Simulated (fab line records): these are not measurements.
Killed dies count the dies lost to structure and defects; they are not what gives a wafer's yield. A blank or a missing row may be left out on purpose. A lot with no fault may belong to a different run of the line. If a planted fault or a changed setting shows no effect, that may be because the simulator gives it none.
Which tool was responsible? ; flow nandHarc ; 6 lots with 18 wafers sampled at 3 steps, on a route of 1302 steps

== WHAT THE GAUGES READ, wafer by wafer ==
NHARC_A_ONON_D1_THK_MEAS_05: measures by ellipsometry.
lot;measured;on;thkNm (nm)
L865;day 8 07:27;filmMetro-02;1005 1006 1004
L868;day 9 07:22;filmMetro-01;1006 1004 1004
L871;day 10 19:43;filmMetro-01;1499 1498 998
L881;day 15 09:31;filmMetro-02;989 990 990
L883;day 15 23:36;filmMetro-01;983 983 983
L887;day 17 06:05;filmMetro-02;988 986 989

== WHICH TOOL RAN EACH LOT (tool, then ch and the chambers of the sampled wafers, then the start) ==
lot;NHARC_P_BONDPAD_STRIP_15;NHARC_A_ONON_D1_DEP_03
L865;rieDiel-12 ch 2,3, day 7 05:30;pecvdOnon-04 ch 0, day 8 06:56
L868;rieDiel-02 ch 0,1,3, day 8 04:58;pecvdOnon-02 ch 0, day 9 06:58
L871;rieDiel-12 ch 0,1, day 9 17:46;pecvdOnon-02 ch 0, day 10 19:12
L881;rieDiel-13 ch 0,3, day 14 05:55;pecvdOnon-04 ch 0, day 15 09:01
L883;rieDiel-12 ch 0,1, day 14 17:49;pecvdOnon-02 ch 0, day 15 23:05
L887;rieDiel-02 ch 0,3, day 15 21:47;pecvdOnon-02 ch 0, day 17 05:34
- NHARC_P_BONDPAD_STRIP_15: strips in O2.
- NHARC_A_ONON_D1_DEP_03: target thk 1000 nm.

== THE ANSWER, worked out from the rows above alone ==
Rule: the usual values come from the lots themselves. Put in order of their means at a reading, lots are off if they are a third of the lots or fewer, leave a main group of 4 or more, and stand apart from it by a gap of 3 or more times the standard deviation of the main group's means; of several such gaps the widest counts. If all means in a main group match to the digits the tables above print for the reading, that group is not used. Also off: a lot with no number at a reading for which 4 or more lots have one. The other lots that the step has rows for count as sound.
Off: L871, at NHARC_A_ONON_D1_THK_MEAS_05 (thkNm). The main group has a mean of 994 nm with a standard deviation of 9.1.
If a tool, at a process step before that reading, ran all the lots that are off and no sound lot after the first of them, it fits. The gauges at NHARC_A_ONON_D1_THK_MEAS_05 are tried like those tools. Of those tried, none fits.

== WHAT WAS PUT IN BY THE SIMULATOR ==
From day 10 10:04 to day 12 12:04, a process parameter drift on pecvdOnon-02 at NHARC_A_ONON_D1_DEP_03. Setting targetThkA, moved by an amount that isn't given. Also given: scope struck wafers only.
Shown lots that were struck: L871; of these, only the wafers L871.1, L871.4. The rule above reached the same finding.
